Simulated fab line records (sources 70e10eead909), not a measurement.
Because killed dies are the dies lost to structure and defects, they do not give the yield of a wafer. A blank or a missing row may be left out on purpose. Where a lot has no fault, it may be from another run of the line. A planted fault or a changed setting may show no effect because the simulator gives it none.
fab line records -- flow nand-harc
record lots=5, wafers=15, last-day=33
route steps=1302 shown A_CONTACT@990 END@1302
lots that met no fault: from a run of the same line without faults
start-h: the number of hours between the record's first day and the start of the first shown wafer of the lot -- wait-h: how many hours have passed since the lot's step before this one -- " repeats the value in the row above -- L1.1+2: several wafers, shown together as one row -- - value missing, or start not given -- * or withheld: withheld -- < > ~ a bound
route shown NAME@n: names a module that has steps shown in the file, with the first one's number in the route -- usual: mean/standard deviation of fault-free wafers -- same: alike in all rows -- chamber/n: place in a boat -- sites: each site's reading -- _std_site: standard deviation across them -- _edge_site: inner sites' mean taken away from outer sites' mean -- radius-mm: for every site, how far away it sits from the centre of the wafer -- mask NAME#n: copy n -- behind: the most recent tool/chamber to have shaped the wafer -- hold: the reason the lot was held/the length of the hold in hours/how it ended -- device: the transistor (n, p or np) that didn't switch -- end of line: the route-end tests of the same wafers -- a step without rows: its recipe alone -- killed: not the wafer's yield, but the dies lost to structure and defects at the first sort -- map: shows each die of a wafer: x if killed, . if not, _ if none is there
set.NAME: the run value of the setting; set.NAME@STEP: its run value at that earlier step -- model.NAME: the simulator's own value behind a step, which no gauge read
lots at selected steps of the route; one table per step, one row per wafer
services: a tool's chamber out of use, with start hour (start-h, from the record's first day; less than 0 if before it), hours out, and reason
## steps
# step NHARC_A_CONTACT_COAT_35
# recipe temp-c=225, time-s=65
# step NHARC_A_CONTACT_COAT_36
# recipe spin-rpm=1500, resist-thk-nm=90
# step NHARC_A_CONTACT_SOFTBAKE_37
# recipe temp-c=105, time-s=55
# step NHARC_A_CONTACT_EBR_38
# step NHARC_A_CONTACT_EXPOSE_39
# recipe na=1.35, sigma-outer=0.8, dose-mj=58.79, mask-id=A_CC_3
# step NHARC_A_CONTACT_PEB_40
# recipe peb-temp-c=100, peb-time-s=65
# step NHARC_A_CONTACT_DEVELOP_41
# recipe develop-time-s=35, dev-temp-c=23
# step NHARC_A_CONTACT_CD_MEAS_42
# recipe target-cd-nm=300, landing-energy-ev=500
# usual cd-nm=300.0/0.57
lot.wafer,tool,chamber,start-h,wait-h,cd-nm
L489.1,cd-sem-03,0,507.52,-,299.8
L489.3,cd-sem-03,0,507.52,-,299.6
L489.5,cd-sem-03,0,507.52,-,300.5
L498.1,cd-sem-03,0,600.13,-,299.8
L498.3,cd-sem-03,0,600.13,-,299.8
L498.6,cd-sem-03,0,600.13,-,299.7
L501.1,cd-sem-03,0,629.66,-,299.6
L501.3,cd-sem-03,0,629.66,-,300.5
L501.5,cd-sem-03,0,629.66,-,300.6
L500.2,cd-sem-01,0,629.81,-,300.3
L500.4,cd-sem-01,0,629.81,-,299.9
L500.6,cd-sem-01,0,629.81,-,299.9
L510.1,cd-sem-02,0,716.18,-,299.8
L510.3,cd-sem-02,0,716.18,-,300.6
L510.6,cd-sem-02,0,716.18,-,300.0
# step NHARC_A_CONTACT_OVL_MEAS_43
# usual overlay-x-nm=0.1/1, overlay-y-nm=0.1/0.74
lot.wafer,tool,chamber,start-h,wait-h,overlay-x-nm,overlay-y-nm
L489.1,overlay-01,-,507.61,-,0.5,0.0
L489.3,overlay-01,-,507.61,-,-0.3,-0.4
L489.5,overlay-01,-,507.61,-,0.4,-0.3
L498.1,overlay-01,-,600.22,-,-0.4,0.3
L498.3,overlay-01,-,600.22,-,-1.0,-0.1
L498.6,overlay-01,-,600.22,-,-0.7,0.6
L501.1,overlay-01,-,629.75,-,-0.1,0.6
L501.3,overlay-01,-,629.75,-,-0.5,0.8
L501.5,overlay-01,-,629.75,-,0.0,1.4
L500.2,overlay-02,-,629.90,-,-0.5,-0.5
L500.4,overlay-02,-,629.90,-,-0.3,0.0
L500.6,overlay-02,-,629.90,-,-0.1,0.1
L510.1,overlay-02,-,716.27,-,0.1,-1.8
L510.3,overlay-02,-,716.27,-,-0.2,-1.4
L510.6,overlay-02,-,716.27,-,-0.3,-0.8
# step NHARC_A_CONTACT_INSPECT_44
# usual raw-defect-count=76/35
lot.wafer,tool,chamber,start-h,wait-h,raw-defect-count
L489.1,defect-inspect-02,-,507.64,0.0,13
L489.3,defect-inspect-02,-,507.64,0.0,15
L489.5,defect-inspect-02,-,507.64,0.0,11
L498.1,defect-inspect-01,-,600.26,0.0,87
L498.3,defect-inspect-01,-,600.26,0.0,85
L498.6,defect-inspect-01,-,600.26,0.0,91
L501.1,defect-inspect-02,-,629.78,0.0,58
L501.3,defect-inspect-02,-,629.78,0.0,66
L501.5,defect-inspect-02,-,629.78,0.0,58
L500.2,defect-inspect-01,-,629.93,0.0,103
L500.4,defect-inspect-01,-,629.93,0.0,117
L500.6,defect-inspect-01,-,629.93,0.0,104
L510.1,defect-inspect-01,-,716.30,0.0,17
L510.3,defect-inspect-01,-,716.30,0.0,14
L510.6,defect-inspect-01,-,716.30,0.0,8
# step NHARC_A_CONTACT_DESCUM_47
# recipe time-s=3, o2-flow-sccm=200, ar-flow-sccm=0, bias-power-w=0, chemistry=O2
# usual drypump-motor-current-A=5.7/0.45, oes-product-au=0.999/0.01, rf-vpp-V=57.8/0.84, showerhead-plenum-p-Torr=1.94/0.087, throttle-valve-pct=11.311/0.01
# same bias-power-w=0
lot.wafer,tool,chamber,start-h,wait-h,drypump-motor-current-A,oes-product-au,rf-hours-counter-h,rf-vpp-V,showerhead-plenum-p-Torr,throttle-valve-pct
L489.3,rie-diel-04,0,507.71,0.1,6.1,0.993,44,58.3,1.97,11.307
L489.1,rie-diel-04,1,507.71,0.1,4.8,0.999,39,58.4,2.01,11.320
L489.5,rie-diel-04,0,507.71,0.1,6.1,0.996,-,55.8,1.97,11.315
L498.3,rie-diel-11,3,600.33,0.1,5.4,1.014,24,57.7,1.98,11.310
L498.1,rie-diel-11,0,600.33,0.1,6.0,0.999,24,57.7,2.03,11.335
L498.6,rie-diel-11,3,600.33,0.1,5.5,1.015,-,57.5,1.98,11.306
L501.3,rie-diel-13,3,629.85,0.1,6.6,0.981,39,57.1,1.77,11.327
L501.1,rie-diel-13,1,629.85,0.1,5.5,1.004,36,58.2,2.05,11.308
L501.5,rie-diel-13,3,629.85,0.1,6.6,0.983,-,57.2,1.77,11.323
L500.2,rie-diel-11,0,630.00,0.1,6.0,0.999,3,56.8,2.03,11.305
L500.4,rie-diel-11,1,630.00,0.1,5.8,0.995,2,57.6,1.83,11.298
L500.6,rie-diel-11,1,630.00,0.1,5.8,0.983,-,57.5,1.83,11.313
L510.3,rie-diel-11,3,716.67,0.4,5.4,1.010,14,57.4,1.98,11.308
L510.1,rie-diel-11,2,716.67,0.4,5.2,1.000,18,58.9,1.96,11.314
L510.6,rie-diel-11,3,716.67,0.4,5.4,1.017,-,57.6,1.98,11.297
# step NHARC_A_CONTACT_ETCH_48
# recipe target-depth-a=390, over-etch-frac=0.3, time-s=65, ion-energy-ev=80, cf4-flow-sccm=150, ar-flow-sccm=0, rf-w=300, bias-w=100, chemistry=CF4
# usual cf4-flow-sccm=150.0/0.42, drypump-motor-current-A=5.7/0.44, oes-product-au=0.998/0.011, rf-vpp-V=151.6/1.2, showerhead-plenum-p-Torr=1.79/0.076, throttle-valve-pct=13.284/0.0087
lot.wafer,tool,chamber,start-h,wait-h,cf4-flow-sccm,drypump-motor-current-A,oes-product-au,rf-hours-counter-h,rf-vpp-V,showerhead-plenum-p-Torr,throttle-valve-pct
L489.1,rie-diel-04,2,507.79,0.1,149.5,6.0,1.016,36,152.8,1.90,13.291
L489.3,rie-diel-04,0,507.79,0.1,151.1,6.1,0.983,44,151.7,1.82,13.279
L489.5,rie-diel-04,3,507.79,0.1,150.6,6.3,1.001,-,150.9,1.71,13.283
L498.3,rie-diel-11,1,600.43,0.1,149.8,5.7,1.004,24,151.8,1.70,13.287
L498.1,rie-diel-11,2,600.43,0.1,149.7,5.2,1.013,23,151.6,1.82,13.263
L498.6,rie-diel-11,1,600.43,0.1,149.0,5.8,0.992,-,149.8,1.70,13.281
L501.1,rie-diel-13,3,629.94,0.1,149.4,6.6,0.969,39,149.9,1.64,13.285
L501.3,rie-diel-13,1,629.94,0.1,149.4,5.5,0.991,36,152.9,1.88,13.284
L501.5,rie-diel-13,3,629.94,0.1,149.6,6.6,0.981,-,151.6,1.64,13.286
L500.2,rie-diel-11,2,630.08,0.1,149.3,5.2,0.995,2,151.2,1.82,13.291
L500.4,rie-diel-11,1,630.08,0.1,149.7,5.8,0.984,2,150.0,1.70,13.269
L500.6,rie-diel-11,3,630.08,0.1,150.3,5.4,1.003,-,151.7,1.83,13.277
L510.3,rie-diel-11,0,716.78,0.1,150.5,6.0,0.998,20,152.0,1.86,13.284
L510.1,rie-diel-11,3,716.78,0.1,149.4,5.4,1.017,14,149.9,1.82,13.289
L510.6,rie-diel-11,1,716.78,0.1,150.0,5.8,0.983,-,149.7,1.70,13.287
# step NHARC_A_CONTACT_ETCH_49
# recipe target-depth-a=2600, over-etch-frac=0.3, time-s=475.3, ion-energy-ev=200, n2-flow-sccm=150, h2-flow-sccm=150, ar-flow-sccm=0, rf-w=400, bias-w=150, chemistry=N2/H2
# usual drypump-motor-current-A=5.7/0.45, oes-product-au=0.997/0.0096, rf-vpp-V=431.3/2.6, showerhead-plenum-p-Torr=2.06/0.096, throttle-valve-pct=14.171/0.0089
lot.wafer,tool,chamber,start-h,wait-h,drypump-motor-current-A,oes-product-au,rf-hours-counter-h,rf-vpp-V,showerhead-plenum-p-Torr,throttle-valve-pct
L489.3,rie-diel-04,0,507.88,-,6.1,0.975,44,431.9,2.10,14.188
L489.1,rie-diel-04,1,507.88,-,4.8,0.993,39,433.4,2.14,14.174
L489.5,rie-diel-04,1,507.88,-,4.8,0.986,-,433.2,2.14,14.177
L498.1,rie-diel-11,2,600.58,-,5.2,1.001,23,432.9,2.10,14.182
L498.3,rie-diel-11,3,600.58,-,5.4,1.013,24,432.4,2.11,14.202
L498.6,rie-diel-11,1,600.58,-,5.8,0.998,-,427.9,1.95,14.170
L501.3,rie-diel-13,1,630.23,-,5.5,0.999,36,435.9,2.19,14.170
L501.1,rie-diel-13,2,630.23,-,5.9,1.026,39,430.1,2.02,14.182
L501.5,rie-diel-13,0,630.23,-,5.9,0.991,-,428.3,1.95,14.177
L500.2,rie-diel-11,3,630.24,-,5.4,1.006,2,432.4,2.11,14.173
L500.4,rie-diel-11,0,630.24,-,6.0,0.859,3,435.1,2.16,14.174
L500.6,rie-diel-11,2,630.24,-,5.2,0.998,-,431.9,2.10,14.166
L510.1,rie-diel-11,0,716.94,-,6.0,0.996,20,433.5,2.16,14.180
L510.3,rie-diel-11,1,716.94,-,5.8,0.989,17,428.7,1.95,14.162
L510.6,rie-diel-11,3,716.94,-,5.5,1.011,-,432.6,2.11,14.178
# step NHARC_A_CONTACT_ETCH_50
# recipe target-depth-a=1210, time-s=60.5, cf4-flow-sccm=100, chf3-flow-sccm=30, ar-flow-sccm=0, rf-w=500, bias-w=200, chemistry=CF4/CHF3
# usual cf4-flow-sccm=100.1/0.32, drypump-motor-current-A=5.7/0.43, oes-product-au=0.943/0.021, rf-vpp-V=371.4/2.4, showerhead-plenum-p-Torr=1.60/0.069, throttle-valve-pct=16.801/0.0089
lot.wafer,tool,chamber,start-h,wait-h,cf4-flow-sccm,drypump-motor-current-A,oes-product-au,rf-hours-counter-h,rf-vpp-V,showerhead-plenum-p-Torr,throttle-valve-pct
L489.3,rie-diel-04,3,-,-,100.3,6.4,0.929,36,368.0,1.52,16.790
L489.1,rie-diel-04,0,-,-,99.8,6.1,0.920,44,371.6,1.62,16.797
L489.5,rie-diel-04,2,-,-,100.0,6.0,0.944,-,375.8,1.69,16.802
L498.3,rie-diel-11,3,-,-,100.3,5.4,0.939,25,373.0,1.63,16.802
L498.1,rie-diel-11,1,-,-,99.3,5.8,0.913,24,368.2,1.51,16.800
L498.6,rie-diel-11,3,-,-,100.2,5.4,0.928,-,371.5,1.63,16.791
L500.4,rie-diel-11,3,-,-,99.9,5.4,0.977,2,373.6,1.63,16.799
L500.2,rie-diel-11,1,-,-,100.2,5.7,0.943,3,369.1,1.51,16.810
L500.6,rie-diel-11,0,-,-,100.1,6.0,0.967,-,373.2,1.66,16.805
L501.3,rie-diel-13,1,-,-,100.3,5.5,0.924,36,374.1,1.68,16.813
L501.1,rie-diel-13,3,-,-,99.8,6.5,0.918,39,366.9,1.46,16.803
L501.5,rie-diel-13,1,-,-,100.5,5.5,0.922,-,373.7,1.68,16.807
L510.3,rie-diel-11,0,-,-,100.3,5.9,0.921,20,373.5,1.66,16.799
L510.1,rie-diel-11,1,-,-,100.1,5.8,0.910,17,367.5,1.51,16.803
L510.6,rie-diel-11,0,-,-,100.2,6.0,0.924,-,373.6,1.66,16.799
# step NHARC_END_SORT_01
# recipe temp-c=25
# usual killed-at-array=55/20, killed-at-other=1.2/1.3, killed-at-periphery=4.0/3, killed-dies=60/21, killed-open=3.2/1.9, killed-short=2.5/1.6
# same gross-dies=677
lot.wafer,tool,chamber,start-h,wait-h,killed-at-array,killed-at-other,killed-at-periphery,killed-dies,killed-open,killed-short
L498.3,prober-02,0,675.28,3.1,63,1,6,70,0,1
L498.6,prober-02,0,677.67,4.0,69,2,5,76,6,2
L500.4,prober-02,0,703.91,3.4,73,2,5,80,2,2
# killed by level:class
L498.3 A_CHANNEL_HOLE_D1:chamber-film-flake=34 A_CHANNEL_HOLE_D2:chamber-film-flake=16 P_STI:chamber-film-flake=6 A_CONTACT:chamber-film-flake=6 A_CHANNEL_FILL_D2:chamber-film-flake=2 A_STAIRCASE:chamber-film-flake=2 A_DECK1_JOINT:geometric-particle:short=1 A_SLIT:chamber-film-flake=1
L498.6 A_CHANNEL_HOLE_D1:chamber-film-flake=35 A_CHANNEL_HOLE_D2:chamber-film-flake=15 A_CHANNEL_FILL_D2:chamber-film-flake=4 A_CONTACT:chamber-film-flake=4 A_STAIRCASE:chamber-film-flake=3 P_CONTACT:geometric-particle:open=2 A_ONON_D1:geometric-particle:short=2 A_ONON_D1:geometric-particle:open=2
L500.4 A_SLIT:chamber-film-flake=34 A_CHANNEL_HOLE_D1:chamber-film-flake=30 A_CHANNEL_FILL_D2:chamber-film-flake=3 P_GATE:chamber-film-flake=2 THIN_TSV:chamber-film-flake=2 P_GATE:geometric-particle:open=1 A_CHANNEL_FILL_D1:geometric-particle:short=1 A_WL_FILL:geometric-particle:open=1
## services
tool,chamber,start-h,hours,kind
rie-diel-11,0,490.67,-,clean
rie-diel-11,1,490.67,-,clean
rie-diel-11,2,490.67,-,clean
rie-diel-11,3,490.67,-,clean
rie-diel-13,1,502.11,6.3,repair
rie-diel-13,3,503.17,2.0,repair
rie-diel-11,0,515.20,-,clean
rie-diel-11,1,515.20,-,clean
rie-diel-11,2,515.20,-,clean
rie-diel-11,3,515.20,-,clean
rie-diel-13,-,519.06,9.0,pm
rie-diel-04,-,533.45,9.0,pm
rie-diel-11,0,533.94,3.5,repair
rie-diel-11,0,539.70,-,clean
rie-diel-11,1,539.70,-,clean
rie-diel-13,0,590.19,16.5,repair
rie-diel-13,3,593.53,2.5,repair
rie-diel-11,-,609.67,9.0,pm
rie-diel-13,1,641.50,27.9,repair
rie-diel-11,3,648.17,8.8,repair
rie-diel-11,3,676.77,15.5,repair
rie-diel-11,1,690.05,7.9,repair
rie-diel-13,-,696.89,9.0,pm
rie-diel-04,-,710.56,9.0,pm
## key
first-sign step=NHARC_A_CONTACT_ETCH_49, reading=oes-product-au, direction=down, sigmas=14, usual=0.997, struck=0.859
effect none on later readings
met-at NHARC_A_CONTACT_ETCH_49
struck-wafers L500.4
tester-left-out L500
fault kind=process-parameter-drift, tool=rie-diel-11, chamber=0, onset-h=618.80, steps=NHARC_A_CONTACT_ETCH_49, channel=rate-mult, offset=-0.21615, shape=step, end-h=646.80
# tester-left-out: of these lots the tester's yield and bins aren't shown, on N5 and GAA mostly nor the transistor test; their killed dies are dies lost to structure and defects alone, not to doping, threshold or leakage, so they don't give the yield
